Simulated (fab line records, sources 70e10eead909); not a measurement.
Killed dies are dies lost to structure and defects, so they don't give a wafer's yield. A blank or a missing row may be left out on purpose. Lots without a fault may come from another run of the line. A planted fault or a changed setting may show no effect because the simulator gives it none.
Chamber matching | flow nand_harc | NHARC_A_DECK1_JOINT_CMP_02 on cmp-03: 4 sister chambers
The step polishes SiOx. 16 wafers are shown with their chamber, then 8 later ones without.

WAFERS WITH THEIR CHAMBER
wafer  | chamber | motor_current_A (A)
L077.3 | 1       | 10.4
L077.5 | 2       | 12.8
L077.6 | 3       | 9.9
L080.1 | 0       | 13.8
L080.5 | 1       | 10.6
L080.6 | 2       | 12.6
L081.1 | 3       | 9.1
L081.2 | 1       | 11.0
L081.5 | 2       | 12.5
L085.3 | 1       | 11.2
L085.5 | 1       | 10.9
L085.6 | 2       | 12.6
L087.3 | 0       | 13.2
L087.4 | 1       | 10.5
L087.5 | 0       | 12.9
L088.2 | 2       | 12.0

SIGNATURES (means of the wafers above)
reading         | chamber 0 | chamber 1 | chamber 2 | chamber 3 | scatter within a chamber
motor_current_A | 13.300    | 10.767    | 12.500    | 9.500     | 0.364
Rule: a wafer's distance from a chamber is the root of the sum, over the readings, of the square of ((its reading less the chamber's mean) divided by the reading's scatter). The wafer belongs to the nearest chamber; if the next one is less than 2 further off, it can't be placed. The scatter: the root of (the sum of the squares of (reading less its chamber's mean) over the shown wafers, divided by (wafers less chambers)).

WAFERS WITHOUT THEIR CHAMBER
wafer  | motor_current_A (A)
L088.5 | 12.9
L088.6 | 9.8
L094.1 | 13.2
L094.2 | 11.4
L094.4 | 9.1
L096.1 | 10.7
L096.3 | 12.7
L096.5 | 12.4

WHICH CHAMBER EACH WENT THROUGH
wafer  | from the rows above     | in truth
L088.5 | can't be placed: 0 or 2 | 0
L088.6 | can't be placed: 3 or 1 | 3
L094.1 | can't be placed: 0 or 2 | 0
L094.2 | can't be placed: 1 or 2 | 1
L094.4 | 3                       | 3
L096.1 | 1                       | 1
L096.3 | can't be placed: 2 or 0 | 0
L096.5 | 2                       | 2
Placed correctly: 3 of 8. Can't be placed from these rows: 5 (the true chamber is among the candidates in 5). Placed wrongly: 0.
